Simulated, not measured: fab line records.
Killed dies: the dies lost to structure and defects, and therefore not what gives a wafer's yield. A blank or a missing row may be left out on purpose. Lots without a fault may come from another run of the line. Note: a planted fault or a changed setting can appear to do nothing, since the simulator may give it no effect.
A lot that was struck, set against a sound lot	flow n5 finfet	25 steps out of a route of 1938
Sound: wafers L821.1, L821.5, L821.6. Wafers struck: L815.1, L815.2, L815.6. The cause comes at the end.
For every step that has rows: the tool of each side, followed by ch and its chambers, followed by its first start. Under that, the readings that differ: sound wafers	struck wafers	difference of the means	sigmas: that difference in standard deviations of wafers without a fault.
alike: readings whose means differ by less than 2 such deviations, and words and numbers that are the same on both sides. not compared: withheld readings, readings that some wafer has no value for, bounds like >300 that may hide the same value, and numbers for which the record gives no deviation and whose values overlap.
A row with sigmas, a row that says differs or no value, or rows on one side alone: a step with any of these is where the two part. Non-overlapping numbers with no deviation appear without sigmas and do not part them. Lack of a reading on every wafer of one side parts them only where that side has two or more wafers.

first, 5 steps without rows for these wafers: N5_BEOL_M0_SAQP_EBR_10; N5_BEOL_M0_SAQP_SOFTBAKE_09 (time 60 s); N5_BEOL_M0_SAQP_EXPOSE_11 (exposes mask M0 CORE, target cd 42 nm); N5_BEOL_M0_SAQP_PEB_12 (peb time 60 s); N5_BEOL_M0_SAQP_DEVELOP_13 (develop time 30 s).
N5_BEOL_M0_SAQP_CD_MEAS_14: the cd target is 42.5 nm.
  sound on cd sem-03 ch 0, day 10 05:13; struck on cd sem-01 ch 0, day 8 14:00
  alike: cd nm
N5_BEOL_M0_SAQP_OVL_MEAS_15:
  sound on overlay-01 ch 0, day 10 05:16; struck on overlay-02 ch 0, day 8 14:02
  alike: M0_CORE_OVL
N5_BEOL_M0_SAQP_INSPECT_16: inspects for defects (brightfield).
  struck on defect inspect-02, day 8 14:04; sound on defect inspect-01, day 10 05:17
  alike: raw defect count
N5_BEOL_M0_SAQP_DESCUM_19: chemistry O2, time 7.9 s.
  sound on rie diel-04 ch 2,3, day 10 05:28; struck on rie diel-05 ch 0,1, day 8 14:05
reading	sound	struck	difference	sigmas
drypump motor current A (A)	6.2 5.9 6.2	5.2 5.4 5.4	-0.8	-2
  alike: oes product au, rf vpp V, showerhead plenum p Torr, throttle valve pct
  not compared: rf hours counter h
then, 1 step without rows for these wafers: N5_BEOL_M0_SAQP_ETCH_83 (etches SiARC in CF4, target depth 39 nm, time 65 s).
N5_BEOL_M0_SAQP_ETCH_84: etches SOC in N2/H2, target depth 100 nm, overetch 20 nm, time 150 s.
  sound on rie diel-04 ch 2,3, day 10 05:33; struck on rie diel-05 ch 0,1, day 8 14:11
reading	sound	struck	difference	sigmas
drypump motor current A (A)	6.2 5.9 6.2	5.2 5.4 5.4	-0.8	-2
  alike: oes product au, rf vpp V, showerhead plenum p Torr, throttle valve pct
  not compared: rf hours counter h
then, 1 step without rows for these wafers: N5_BEOL_M0_SAQP_STRIP_80 (strips in N2/H2).
N5_BEOL_M0_SAQP_HM_OPEN_112: chemistry CHF3/O2, target SiO2, stops on a-Si, target depth 12 nm, time 13.5 s.
  sound on rie diel-04 ch 2,3, day 10 05:40; struck on rie diel-05 ch 0,1, day 8 14:17
  no value came back on the struck wafers for any of 7 readings (CHF3_flow_sccm (sccm), O2_flow_sccm (sccm) and others); on the sound wafers CHF3_flow_sccm (sccm) reads 49.98 50.22 50.04
reading	sound	struck	difference	sigmas
model.SiARC_of_BEOL_M0_SAQP_COAT_82.thk nm (nm)	4.2 5.2 4	24.4 24.4 24.4	+19.9	
  not compared: rf hours counter h
then, 1 step without rows for these wafers: N5_BEOL_M0_SAQP_STRIP_113 (strips in CHF3/O2).
N5_BEOL_M0_SAQP_MANDREL_ETCH_20: etches a-Si in HBr/Cl2, stops on SiNx, target depth 60 nm, bt time 10 s, time 30 s.
  sound on rie si-05 ch 0,1, day 10 05:44; struck on rie si-03 ch 0,1,3, day 8 14:22
reading	sound	struck	difference	sigmas
oes product au (a.u.)	0.774 0.790 0.790	0.322 0.331 0.332	-0.456	-38
throttle valve pct (%)	35.1 35.0 35.1	37.0 36.0 36.0	+1.3	+3
  alike: drypump motor current A
  not compared: rf hours counter h
N5_BEOL_M0_SAQP_STRIP_86: strips in N2/H2.
  sound on rie diel-01 ch 0,1,3, day 10 05:59; struck on rie diel-05 ch 2,3, day 8 14:34
  alike: drypump motor current A, oes product au, rf vpp V, showerhead plenum p Torr, throttle valve pct
  not compared: rf hours counter h
then, 2 steps without rows for these wafers: N5_BEOL_M0_SAQP_STRIP_115 (strips in post etch residue remover, time 60 s); N5_BEOL_M0_SAQP_SRD_93 (time 30 s).
N5_BEOL_M0_SAQP_RECESS_114: chemistry HF/NH3, target SiO2, target depth 14.4 nm, afs cycles 3, sublimation time 60 s.
  sound on vapor etch-01 ch 0,1, day 10 06:07; struck on vapor etch-01 ch 0,1, day 8 14:56
  alike: drypump motor current A, foreline p Torr
then, 2 steps without rows for these wafers: N5_BEOL_M0_SAQP_SPACER1_ALD_98 (deposits SiO2, target thk 12.8 nm, pulse time 1 s, purge time 2 s); N5_BEOL_M0_SAQP_SPACER1_ETCHBACK_99 (etches SiO2 in CHF3/O2, target depth 15.4 nm, time 7.7 s).
N5_BEOL_M0_SAQP_MANDREL1_REMOVE_100: chemistry HBr/Cl2/O2, target a-Si, stops on SiNx, bt time 10 s.
  sound on rie si-05 ch 0,1,2, day 10 07:05; struck on rie si-01 ch 1,3, day 8 16:05
reading	sound	struck	difference	sigmas
oes product au (a.u.)	1.003 1.011 1.006	0.386 0.363 0.374	-0.632	-42
  alike: O2_flow_sccm, drypump motor current A, throttle valve pct
  not compared: rf hours counter h
N5_BEOL_M0_SAQP_CD_MEAS_25: the cd target is 13.1 nm.
  sound on cd sem-01 ch 0, day 10 07:11; struck on cd sem-01 ch 0, day 8 16:12
reading	sound	struck	difference	sigmas
cd nm (nm)	12.53 12.67 13.29	- - -	no value on the struck wafers	
N5_BEOL_M0_SAQP_ETCH_101: etches SiNx in CH3F/O2, target depth 29.9 nm, time 42.7 s.
  sound on rie diel-04 ch 1,2,3, day 10 07:14; struck on rie diel-04 ch 1,3, day 8 16:14
  alike: O2_flow_sccm, drypump motor current A, oes product au, rf vpp V, showerhead plenum p Torr, throttle valve pct
  not compared: rf hours counter h
N5_BEOL_M4_RC_MEAS_101:
  the record has rows for the sound wafers here (prober-02 ch 0, day 13 00:03) and none for the struck ones

WHERE THEY PART
Last at N5_BEOL_M4_RC_MEAS_101 as far as this record goes, first at N5_BEOL_M0_SAQP_DESCUM_19.

WHY: what the simulator had put in
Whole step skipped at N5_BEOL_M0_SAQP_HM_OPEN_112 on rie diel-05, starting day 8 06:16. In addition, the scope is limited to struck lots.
